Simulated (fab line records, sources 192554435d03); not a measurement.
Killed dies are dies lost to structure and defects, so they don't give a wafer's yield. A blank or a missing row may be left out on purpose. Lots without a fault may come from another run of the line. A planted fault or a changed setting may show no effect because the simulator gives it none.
Which tool did it? | flow n5_finfet | 10 lots, 29 wafers sampled, at 2 steps of a route of 1938

WHAT THE GAUGES READ, wafer by wafer
N5_BEOL_M10_CD_MEAS_18: pitch 140 nm, target cd 70 nm. Usual: cd_nm 69.4 nm, standard deviation 0.52.
lot  | measured     | on        | cd_nm (nm)     | flag
L472 | day 10 13:05 | cd_sem-03 | 69.4 69.4      |
L473 | day 10 17:52 | cd_sem-02 | 68.9 68.5 69.4 |
L477 | day 11 19:26 | cd_sem-03 | 69.5 68.1 69.4 |
L478 | day 11 19:59 | cd_sem-03 | 69.4 69.4 69.8 |
L483 | day 13 07:46 | cd_sem-02 | 68.8 69.6 69.3 |
L486 | day 14 06:13 | cd_sem-03 | 70.3 68.4 69.6 |
L490 | day 14 10:24 | cd_sem-01 | 70.0 69.2 69.6 |
L489 | day 14 10:52 | cd_sem-02 | 69.8 69.3 70.0 |
L494 | day 15 15:25 | cd_sem-01 | 68.8 69.6 69.0 |
L495 | day 15 23:28 | cd_sem-03 | 69.5 69.1 70.0 |

WHICH TOOL RAN EACH LOT (tool, then ch and the chambers of the sampled wafers, then the start)
lot  | N5_BEOL_M10_STRIP_67
L472 | rie_diel-05 ch 1,3, day 10 12:41
L473 | rie_diel-03 ch 0,2,3, day 10 17:36
L477 | rie_diel-03 ch 1,2,3, day 11 19:08
L478 | rie_diel-03 ch 1,2,3, day 11 19:46
L483 | rie_diel-01 ch 0,1,2, day 13 07:33
L486 | rie_diel-03 ch 1,2,3, day 14 05:50
L490 | rie_diel-01 ch 0,2,3, day 14 10:08
L489 | rie_diel-01 ch 0,2, day 14 10:38
L494 | rie_diel-03 ch 0,2,3, day 15 15:11
L495 | rie_diel-03 ch 0,3, day 15 23:14
- N5_BEOL_M10_STRIP_67: strips in CF4.

WHAT THE TOOLS THEMSELVES READ (means of the sampled wafers that have a number; where no wafer has one, the mark that the record gives instead)
N5_BEOL_M10_STRIP_67. Usual: bias_power_w 75.01 W, standard deviation 0.21; drypump_motor_current_A 5.7 A, standard deviation 0.34; oes_product_au 0.79 a.u., standard deviation 0.082; rf_vpp_V 270.9 V, standard deviation 1.3; showerhead_plenum_p_Torr 1.79 Torr, standard deviation 0.049; throttle_valve_pct 13.56 %, standard deviation 0.19.
lot  | tool        | bias_power_w (W) | drypump_motor_current_A (A) | oes_product_au (a.u.) | rf_vpp_V (V) | showerhead_plenum_p_Torr (Torr) | throttle_valve_pct (%) | flag
L472 | rie_diel-05 | 75.10            | 6.0                         | 0.85                  | 273.1        | 1.86                            | 13.49                  |
L473 | rie_diel-03 | 75.00            | 5.5                         | 0.75                  | 271.6        | 1.80                            | 13.49                  |
L477 | rie_diel-03 | 75.03            | 5.5                         | 0.77                  | 270.6        | 1.77                            | 13.44                  |
L478 | rie_diel-03 | 75.09            | 5.5                         | 0.77                  | 271.0        | 1.77                            | 13.44                  |
L483 | rie_diel-01 | 74.90            | 5.8                         | 0.79                  | 270.4        | 1.76                            | 13.51                  |
L486 | rie_diel-03 | 75.02            | 5.5                         | 0.75                  | 270.5        | 1.76                            | 13.50                  |
L490 | rie_diel-01 | 74.97            | 5.7                         | 0.87                  | 269.9        | 1.75                            | 13.52                  |
L489 | rie_diel-01 | 75.19            | 5.8                         | 0.84                  | 269.5        | 1.75                            | 13.57                  |
L494 | rie_diel-03 | 74.97            | 5.5                         | 0.72                  | 269.9        | 1.79                            | 13.59                  |
L495 | rie_diel-03 | 75.12            | 5.8                         | 0.73                  | 270.2        | 1.77                            | 13.51                  |

THE ANSWER, worked out from the rows above alone
Rule: a lot is off if the mean of its wafers that have a number lies more than 3 standard deviations from the usual mean. A lot without any number at a reading at which 4 lots or more have one is off too. The other lots that the step has rows for count as sound. The gauges are gone through in route order, then the tools' own readings, and for those a lot's mean is taken as printed above. The first step at which some lot is off is used, and at that step the reading that is off furthest; a lot without a number counts as furthest.
No lot is off at any reading shown: from this, nothing can be told.

WHAT THE SIMULATOR HAD PUT IN
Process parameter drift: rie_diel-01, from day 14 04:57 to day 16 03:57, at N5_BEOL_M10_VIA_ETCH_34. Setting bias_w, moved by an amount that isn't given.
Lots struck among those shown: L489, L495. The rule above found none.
